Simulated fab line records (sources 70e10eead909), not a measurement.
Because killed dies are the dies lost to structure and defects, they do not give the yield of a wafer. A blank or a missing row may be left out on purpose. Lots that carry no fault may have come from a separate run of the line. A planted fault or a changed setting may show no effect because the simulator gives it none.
Matching of chambers	flow nandHarc	4 sister chambers for NHARC_HYBRID_BOND_ACTIVATE_00 on rieDiel-09
The step chemistry N2, time 60 s. 19 wafers are shown with their chamber, then 9 later ones without.

== WAFERS PAIRED WITH THEIR CHAMBERS ==
wafer	chamber	showerheadPlenumPTorr (Torr)	oesProductAu (a.u.)	rfVppV (V)
L628.2	2	1.88	0.991	63.8
L628.3	1	1.85	0.989	65.2
L628.6	3	1.75	1.010	63.7
L629.3	2	1.88	0.993	65.0
L629.5	3	1.75	1.000	63.2
L629.6	2	1.88	0.989	64.3
L630.2	3	1.75	0.992	63.8
L630.4	2	1.88	0.988	63.4
L630.5	2	1.88	0.990	64.0
L631.3	1	1.85	0.967	65.1
L631.4	2	1.88	0.983	63.8
L631.5	1	1.85	0.977	63.5
L638.1	2	1.87	0.982	64.2
L638.2	0	1.79	0.996	62.9
L638.4	3	1.75	0.991	65.6
L640.2	1	1.84	0.980	64.2
L646.3	1	1.84	0.995	64.7
L646.5	1	1.84	0.985	64.2
L646.6	0	1.79	1.005	63.0

SIGNATURES (means of the wafers above)
reading	chamber 0	chamber 1	chamber 2	chamber 3	scatter within a chamber
showerheadPlenumPTorr	1.7900	1.8450	1.8786	1.7500	0.00396
oesProductAu	1.00050	0.98217	0.98800	0.99825	0.00755
rfVppV	62.950	64.483	64.071	64.075	0.679
Rule: for each reading, subtract the chamber's mean from the wafer's reading, divide by that reading's scatter and square the result; add these up over the readings and take the root, which gives the wafer's distance from the chamber. The wafer belongs to the nearest chamber; if the next one is less than 2 further off, it can't be placed. How the scatter is found: for the shown wafers, subtract from each reading the mean of its chamber, square and add these, divide the total by (wafers less chambers), then take the root.

== WAFERS WITHOUT THEIR CHAMBER ==
wafer	showerheadPlenumPTorr (Torr)	oesProductAu (a.u.)	rfVppV (V)
L645.1	1.84	0.985	64.7
L645.5	1.87	0.996	65.2
L645.6	1.84	0.983	65.2
L649.2	1.79	1.003	64.5
L649.4	1.87	0.995	63.7
L649.5	1.79	1.000	64.2
L651.1	1.87	0.992	66.5
L651.2	1.74	0.999	64.7
L651.3	1.79	0.993	64.8

== WHICH CHAMBER EACH ONE RAN IN ==
wafer	from the rows above	in truth
L645.1	1	1
L645.5	2	2
L645.6	1	1
L649.2	0	0
L649.4	2	2
L649.5	0	0
L651.1	2	2
L651.2	3	3
L651.3	0	0
9 of 9 placed correctly. Not placeable from these rows: 0. Number placed wrongly: 0.
